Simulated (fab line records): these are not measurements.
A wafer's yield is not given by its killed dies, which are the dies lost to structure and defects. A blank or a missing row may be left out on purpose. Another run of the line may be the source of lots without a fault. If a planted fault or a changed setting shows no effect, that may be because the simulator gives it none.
Chamber matching + flow nandHarc + NHARC_P_M2_PRE_CLEAN_32 on pecvd-03 has 3 sister chambers
The step time 12 s. 6 wafers are shown with their chamber, then 12 later ones without.

## WAFERS WITH THEIR CHAMBER
| wafer  | chamber | heaterPowerW (W) |
|--------|---------|------------------|
| L084.5 | 0       | 825              |
| L088.3 | 0       | 744              |
| L089.5 | 2       | 685              |
| L091.3 | 1       | 618              |
| L091.4 | 1       | 624              |
| L091.5 | 2       | 729              |

## WAFERS WHOSE CHAMBER IS MISSING
| wafer  | heaterPowerW (W) |
|--------|------------------|
| L092.1 | 651              |
| L092.2 | 614              |
| L092.5 | 797              |
| L093.1 | 775              |
| L093.5 | 680              |
| L093.6 | 528              |
| L096.2 | 825              |
| L096.3 | 625              |
| L096.4 | 637              |
| L096.1 | 639              |
| L096.5 | 794              |
| L096.6 | 638              |

## THE CHAMBER EACH PASSED THROUGH
| wafer  | from the rows above     | in truth |
|--------|-------------------------|----------|
| L092.1 | can't be placed: 1 or 2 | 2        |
| L092.2 | 1                       | 1        |
| L092.5 | 0                       | 0        |
| L093.1 | can't be placed: 0 or 2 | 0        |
| L093.5 | can't be placed: 2 or 1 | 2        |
| L093.6 | 1                       | 1        |
| L096.2 | 0                       | 0        |
| L096.3 | 1                       | 1        |
| L096.4 | can't be placed: 1 or 2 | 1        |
| L096.1 | can't be placed: 1 or 2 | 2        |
| L096.5 | 0                       | 0        |
| L096.6 | can't be placed: 1 or 2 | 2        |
Correctly placed: 6 of 12. From these rows, 6 cannot be placed; in 6 the true chamber is one of the candidates. Placed wrongly: 0.
How it was worked out, from the rows above alone: a wafer's distance from a chamber is the root of the sum, over the readings, of the square of ((its reading less the chamber's mean) divided by the reading's scatter). If the next closest chamber is less than 2 further off than the closest, the wafer can't be placed; otherwise it belongs to the closest. The mean given for a chamber averages the wafers shown for that chamber. How the scatter is found: for the shown wafers, subtract from each reading the mean of its chamber, square and add these, divide the total by (wafers less chambers), then take the root.
